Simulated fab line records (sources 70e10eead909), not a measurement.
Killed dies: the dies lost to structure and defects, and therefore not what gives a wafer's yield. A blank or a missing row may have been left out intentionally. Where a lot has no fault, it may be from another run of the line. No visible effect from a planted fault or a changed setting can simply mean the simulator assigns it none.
Which tool did it? | flow nandHarc | 12 lots, 36 wafers sampled, at 3 steps of a route of 1302

WHAT EACH GAUGE READ, for each wafer
NHARC_A_DECK1_JOINT_THK_MEAS_14: measures by ellipsometry.
lot  | measured     | on           | thkNm (nm)
L075 | day 12 04:17 | filmMetro-02 | 52.3 54.4 51.5
L077 | day 12 10:40 | filmMetro-02 | 51.0 51.7 50.1
L079 | day 13 05:58 | filmMetro-02 | 51.9 51.1 50.6
L081 | day 14 01:52 | filmMetro-02 | 51.7 51.7 52.0
L083 | day 15 12:19 | filmMetro-01 | 50.9 49.3 48.8
L085 | day 16 02:46 | filmMetro-02 | 48.0 50.9 50.6
L087 | day 16 13:37 | filmMetro-01 | 50.1 49.4 50.1
L088 | day 17 21:18 | filmMetro-01 | 50.9 52.1 51.6
L091 | day 18 16:50 | filmMetro-01 | 50.6 49.5 48.5
L093 | day 19 05:11 | filmMetro-02 | 54.6 49.4 50.8
L095 | day 20 12:06 | filmMetro-01 | 51.3 50.8 50.8
L097 | day 20 12:06 | filmMetro-02 | 53.0 53.4 54.4

EACH LOT AND THE TOOL THAT RAN IT (in order: tool; ch and the chambers of the sampled wafers; start)
lot  | NHARC_P_BONDPAD_ETCH_37           | NHARC_A_CHANNEL_HOLE_D1_DEP_00
L075 | rieDiel-12 ch 1,2,3, day 7 04:43  | aclDep-02 ch 0, day 8 21:40
L077 | rieDiel-12 ch 0,3, day 7 19:55    | aclDep-02 ch 0, day 9 13:11
L079 | rieDiel-13 ch 0,3, day 8 14:23    | aclDep-01 ch 0, day 10 05:25
L081 | rieDiel-12 ch 1,2,3, day 9 10:22  | aclDep-03 ch 0, day 11 06:05
L083 | rieDiel-12 ch 0,1,3, day 10 12:29 | aclDep-01 ch 0, day 12 11:10
L085 | rieDiel-12 ch 0,1,3, day 11 06:55 | aclDep-01 ch 0, day 13 01:50
L087 | rieDiel-08 ch 0,1,2, day 11 22:41 | aclDep-01 ch 0, day 13 13:32
L088 | rieDiel-13 ch 0,2,3, day 13 00:36 | aclDep-01 ch 0, day 14 19:28
L091 | rieDiel-08 ch 0,1,2, day 14 01:31 | aclDep-01 ch 0, day 15 19:51
L093 | rieDiel-13 ch 0,1,2, day 14 12:59 | aclDep-03 ch 0, day 16 03:36
L095 | rieDiel-12 ch 1,2, day 15 06:45   | aclDep-03 ch 0, day 17 06:37
L097 | rieDiel-08 ch 1,2, day 16 00:40   | aclDep-03 ch 0, day 17 18:10
- NHARC_P_BONDPAD_ETCH_37: etches the open film in N2/H2, target depth 60 nm, overetch 18 nm, time 65.91 s.
- NHARC_A_CHANNEL_HOLE_D1_DEP_00: deposits aC, target thk 3100 nm.

THE ANSWER, worked out from the rows above alone
Rule: the usual values come from the lots themselves. Put in order of their means at a reading, lots are off if they are a third of the lots or fewer, leave a main group of 4 or more, and stand apart from it by a gap of 3 or more times the standard deviation of the main group's means; of several such gaps the widest counts. If all means in a main group match to the digits the tables above print for the reading, that group is not used. A lot without any number at a reading at which 4 lots or more have one is off too. The other lots that the step has rows for count as sound.
Across all readings shown, no lot is off: no conclusion can be drawn from this.

WHAT THE SIMULATOR PUT IN
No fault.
